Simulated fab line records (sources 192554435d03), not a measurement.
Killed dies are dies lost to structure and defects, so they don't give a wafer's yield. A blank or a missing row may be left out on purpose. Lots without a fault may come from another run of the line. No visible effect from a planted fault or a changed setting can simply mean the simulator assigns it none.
Split-lot experiment / flow n5_finfet / on a route of 1938 steps: 7 lots, 21 wafers read

## SPLIT DETAILS
At N5_PMOS_HMC_CHANNEL_EPI_EXPOSE_06 (exposes mask PMOS HMC BLK, target cd 240 nm), the setting dose_mj was moved away from the recipe's 41 on 5 of the 21 wafers read, by -6.3% to +5.8%. The other wafers ran this setting at the recipe's value.

## FROM THE SPLIT TO THE READING: what the file shows between them, 2 steps
- N5_PMOS_HMC_CHANNEL_EPI_PEB_07: peb time 60 s
- N5_PMOS_HMC_CHANNEL_EPI_DEVELOP_08: develop time 30 s

## THE READING
cd_nm, in nm, at N5_PMOS_HMC_CHANNEL_EPI_CD_MEAS_09 (target cd 237.4 nm). On this fab line, fault-free wafers typically give 237.0 nm with a standard deviation of 0.81 nm.

wafer=L074.1; tool, chamber at the split=arfi_scanner-02, 0; dose_mj as run=41; against the recipe=recipe; cd_nm, nm=235.0; against lot-mates on the recipe=-
wafer=L074.5; tool, chamber at the split=arfi_scanner-02, 0; dose_mj as run=42.27; against the recipe=+3.1%; cd_nm, nm=238.4; against lot-mates on the recipe=+2.9
wafer=L074.6; tool, chamber at the split=arfi_scanner-02, 0; dose_mj as run=41; against the recipe=recipe; cd_nm, nm=236.0; against lot-mates on the recipe=-
wafer=L076.4; tool, chamber at the split=arfi_scanner-01, 0; dose_mj as run=41; against the recipe=recipe; cd_nm, nm=238.0; against lot-mates on the recipe=-
wafer=L076.5; tool, chamber at the split=arfi_scanner-01, 0; dose_mj as run=41; against the recipe=recipe; cd_nm, nm=238.6; against lot-mates on the recipe=-
wafer=L076.6; tool, chamber at the split=arfi_scanner-01, 0; dose_mj as run=41; against the recipe=recipe; cd_nm, nm=238.8; against lot-mates on the recipe=-
wafer=L081.3; tool, chamber at the split=arfi_scanner-01, 0; dose_mj as run=41.98; against the recipe=+2.4%; cd_nm, nm=238.4; against lot-mates on the recipe=+2.1
wafer=L081.5; tool, chamber at the split=arfi_scanner-01, 0; dose_mj as run=41; against the recipe=recipe; cd_nm, nm=236.3; against lot-mates on the recipe=-
wafer=L081.6; tool, chamber at the split=arfi_scanner-01, 0; dose_mj as run=41.98; against the recipe=+2.4%; cd_nm, nm=238.9; against lot-mates on the recipe=+2.6
wafer=L086.1; tool, chamber at the split=arfi_scanner-02, 0; dose_mj as run=43.36; against the recipe=+5.8%; cd_nm, nm=242.7; against lot-mates on the recipe=+5.3
wafer=L086.3; tool, chamber at the split=arfi_scanner-02, 0; dose_mj as run=41; against the recipe=recipe; cd_nm, nm=237.7; against lot-mates on the recipe=-
wafer=L086.6; tool, chamber at the split=arfi_scanner-02, 0; dose_mj as run=41; against the recipe=recipe; cd_nm, nm=237.1; against lot-mates on the recipe=-
wafer=L089.1; tool, chamber at the split=arfi_scanner-02, 0; dose_mj as run=41; against the recipe=recipe; cd_nm, nm=237.2; against lot-mates on the recipe=-
wafer=L089.2; tool, chamber at the split=arfi_scanner-02, 0; dose_mj as run=41; against the recipe=recipe; cd_nm, nm=236.5; against lot-mates on the recipe=-
wafer=L089.4; tool, chamber at the split=arfi_scanner-02, 0; dose_mj as run=41; against the recipe=recipe; cd_nm, nm=236.6; against lot-mates on the recipe=-
wafer=L090.1; tool, chamber at the split=arfi_scanner-03, 0; dose_mj as run=41; against the recipe=recipe; cd_nm, nm=236.6; against lot-mates on the recipe=-
wafer=L090.3; tool, chamber at the split=arfi_scanner-03, 0; dose_mj as run=41; against the recipe=recipe; cd_nm, nm=236.9; against lot-mates on the recipe=-
wafer=L090.5; tool, chamber at the split=arfi_scanner-03, 0; dose_mj as run=41; against the recipe=recipe; cd_nm, nm=236.3; against lot-mates on the recipe=-
wafer=L091.2; tool, chamber at the split=arfi_scanner-01, 0; dose_mj as run=41; against the recipe=recipe; cd_nm, nm=236.7; against lot-mates on the recipe=-
wafer=L091.4; tool, chamber at the split=arfi_scanner-01, 0; dose_mj as run=41; against the recipe=recipe; cd_nm, nm=235.9; against lot-mates on the recipe=-
wafer=L091.5; tool, chamber at the split=arfi_scanner-01, 0; dose_mj as run=38.43; against the recipe=-6.3%; cd_nm, nm=231.1; against lot-mates on the recipe=-5.2

THE FIT
A straight line over all 21 wafers: cd_nm changes by +0.892 nm for each +1% of dose_mj; r = +0.90; the points scatter about the line by 0.96 nm.
The same after taking each lot's own level away (the mean of its wafers on the recipe; 21 wafers): +0.887 nm for each +1%; r = +0.99; scatter 0.34 nm.
That fit puts the effect of the largest move of dose_mj on the reading at 5.6 nm.
The lots' own levels span 235.50 to 238.47 nm, that is 3.7 times the standard deviation above.
The two slopes agree, so the slope changes little with the lot-to-lot level.
Check: -5.85 nm against its lot-mates is what the line predicts for one of the wafers moved furthest among these (-6.3%) when that wafer is left out of the fit. Against them it came out at -5.2 nm.

## FURTHER SPLITS ON THESE WAFERS
Note: prior to the reading, these wafers also went through further splits. Each is held against what the fit with the lots' levels taken away leaves over:
other split on the same wafers=N5_PMOS_HMC_CHANNEL_EPI_COAT_31 spin_rpm; wafers away from the commonest value=7; r with cd_nm (lot level and that fit taken away)=-0.29

## THE WHOLE CHAIN: every reading that the file lists as answering this split, in the file's order
step=N5_PMOS_HMC_CHANNEL_EPI_CD_MEAS_09; what it does=target cd 237.4 nm; reading=cd_nm; change (the file's fit)=+0.89 nm for each +1% of the setting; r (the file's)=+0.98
step=N5_PMOS_HMC_CHANNEL_EPI_DESCUM_14; what it does=chemistry O2, time 7.9 s; reading=PMOS_HMC_CHANNEL_EPI.cd_nm (the simulator's own value, which no gauge read); change (the file's fit)=+0.845 nm for each +1% of the setting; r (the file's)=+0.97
step=N5_PMOS_HMC_CHANNEL_EPI_ETCH_32; what it does=etches BARC in N2/H2, stops on SiO2, target depth 85.8 nm, time 50.3 s; reading=PMOS_HMC_CHANNEL_EPI.cd_nm (the simulator's own value, which no gauge read); change (the file's fit)=+0.831 nm for each +1% of the setting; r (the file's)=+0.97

## FILE'S OWN FIT
cd_nm changes by +0.89 nm for each +1% of dose_mj, r = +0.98.
